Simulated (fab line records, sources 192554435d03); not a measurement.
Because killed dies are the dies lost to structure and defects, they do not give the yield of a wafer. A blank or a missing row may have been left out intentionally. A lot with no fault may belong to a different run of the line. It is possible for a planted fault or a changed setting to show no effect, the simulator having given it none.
A lot that was struck, set against a sound lot || flow n5 finfet || 36 out of 1938 route steps
Sound: wafers L334.1, L334.4, L334.5. The struck wafers were L336.1, L336.4, L336.5. At the end, the cause is stated.
At each step with rows: each side's tool, then ch and its chambers, then its first start. Under that, the readings that differ: sound wafers || struck wafers || difference of the means || sigmas: that difference in standard deviations of wafers without a fault.
alike: a reading whose means differ by less than 2 such deviations, as well as words and numbers matching on both sides. not compared: withheld readings; readings where some wafer has no value; bounds like >300 that might hide an equal value; numbers whose values overlap and for which the record gives no deviation.
A row with sigmas, a row that says differs or no value, or rows on one side alone: a step with any of these is where the two part. When numbers do not overlap yet have no deviation, they are printed without sigmas and do not part them. A reading that every wafer of one side lacks parts them only if that side has two wafers or more.

first, 9 steps without rows for these wafers: N5_PMOS_HMC_CHANNEL_EPI_SRD_25 (time 30 s); N5_PMOS_HMC_CHANNEL_EPI_EPI_26 (deposits Si from SiH4/H2, target thk 3.8 nm, time 22.7 s); N5_FIN_SAQP_PRECLEAN_42 (cleans in O3/DIW, time 60 s); N5_FIN_SAQP_PRECLEAN_00 (cleans in SC1, time 60 s); N5_FIN_SAQP_PRECLEAN_44 (cleans in SC2, time 45 s); N5_FIN_SAQP_SRD_01 (time 30 s); N5_FIN_SAQP_ALD_61 (deposits SiO2, target thk 4 nm, pulse time 1 s, purge time 2 s); N5_FIN_SAQP_DENSIFY_62 (time 60 s); N5_FIN_SAQP_HM_DEP_03 (deposits SiNx from SiH4/NH3/N2, target thk 38 nm, time 33.6 s).
N5_FIN_SAQP_PECVD_47: deposits a-Si from SiH4/He, target thk 45 nm, time 36.3 s.
  sound on pecvd-01 ch 0,1,2, day 3 08:44; struck on pecvd-01 ch 0,1, day 3 21:58
{"reading": "run length s (s)", "sound": "72.7 73.1 72.7", "struck": "83.4 83.8 83.6", "difference": "+10.8", "sigmas": "+21"}
{"reading": "model.a-Si_of_FIN_SAQP_PECVD_47.thk nm (nm)", "sound": "44.33 45.32 44.13", "struck": "58.98 59.7 60.29", "difference": "+15.06", "sigmas": ""}
  alike: heater power w, showerhead plenum p Torr, throttle valve pct
then, 25 steps without rows for these wafers: N5_FIN_SAQP_PECVD_48 (deposits SiNx from SiH4/NH3/N2, target thk 25 nm, time 22.1 s); N5_FIN_SAQP_PECVD_06 (deposits a-Si from SiH4/He, target thk 60 nm, time 48.1 s); N5_FIN_SAQP_HM_DEP_72 (deposits SiO2 from SiH4/N2O, target thk 12 nm, time 7.2 s); N5_FIN_SAQP_COAT_49 (time 60 s, resist thk 100 nm); N5_FIN_SAQP_COAT_50 (time 60 s, resist thk 35 nm); N5_FIN_SAQP_COAT_10 (resist thk 90 nm); N5_FIN_SAQP_EBR_12; N5_FIN_SAQP_SOFTBAKE_11 (time 60 s); N5_FIN_SAQP_EXPOSE_13 (exposes mask FIN CORE, target cd 35.6 nm); N5_FIN_SAQP_PEB_14 (peb time 60 s); N5_FIN_SAQP_DEVELOP_15 (develop time 30 s); N5_FIN_SAQP_DESCUM_21 (chemistry O2, time 7.9 s); N5_FIN_SAQP_ETCH_51 (etches SiARC in CF4, target depth 45.5 nm, time 75.8 s); N5_FIN_SAQP_ETCH_52 (etches SOC in N2/H2, target depth 100 nm, overetch 20 nm, time 150 s); N5_FIN_SAQP_STRIP_53 (strips in N2/H2); N5_FIN_SAQP_HM_OPEN_73 (chemistry CHF3/O2, target SiO2, stops on a-Si, target depth 12 nm, time 16.8 s); N5_FIN_SAQP_STRIP_74 (strips in CHF3/O2); N5_FIN_SAQP_MANDREL_ETCH_22 (etches a-Si in HBr/Cl2, stops on SiNx, target depth 60 nm, bt time 10 s, time 30 s); N5_FIN_SAQP_STRIP_55 (strips in N2/H2); N5_FIN_SAQP_STRIP_23 (strips in SPM, time 750 s); N5_FIN_SAQP_SRD_66 (time 30 s); N5_FIN_SAQP_RECESS_75 (chemistry HF/NH3, target SiO2, target depth 14.4 nm, afs cycles 3, sublimation time 60 s); N5_FIN_SAQP_SPACER1_ALD_24 (deposits SiO2, target thk 20.3 nm, pulse time 1 s, purge time 2 s); N5_FIN_SAQP_SPACER1_ETCHBACK_25 (etches SiO2 in CHF3/O2, target depth 24.4 nm, time 12.2 s); N5_FIN_SAQP_MANDREL1_REMOVE_56 (chemistry HBr/Cl2/O2, target a-Si, stops on SiNx, bt time 10 s).
N5_FIN_SAQP_MANDREL_ETCH_58: etches a-Si in HBr/Cl2, stops on SiNx, target depth 45 nm, bt time 10 s, time 27 s.
  sound on rie si-03 ch 0,1,2, day 3 12:02; struck on rie si-03 ch 0,1,3, day 4 01:58
{"reading": "oes product au (a.u.)", "sound": "0.695 0.691 0.714", "struck": "0.812 0.844 0.822", "difference": "+0.126", "sigmas": "+10"}
{"reading": "model.etch.depth nm (nm)", "sound": "44.33 45.32 44.13", "struck": "58.98 59.7 60.29", "difference": "+15.06", "sigmas": ""}
  alike: drypump motor current A, throttle valve pct
  not compared: rf hours counter h

WHERE THEY PART
At N5_FIN_SAQP_PECVD_47 first; at N5_FIN_SAQP_MANDREL_ETCH_58 last (within this record only).

WHY: the cause the simulator had injected
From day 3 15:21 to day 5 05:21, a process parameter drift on pecvd-01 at N5_FIN_SAQP_PECVD_47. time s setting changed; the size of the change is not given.
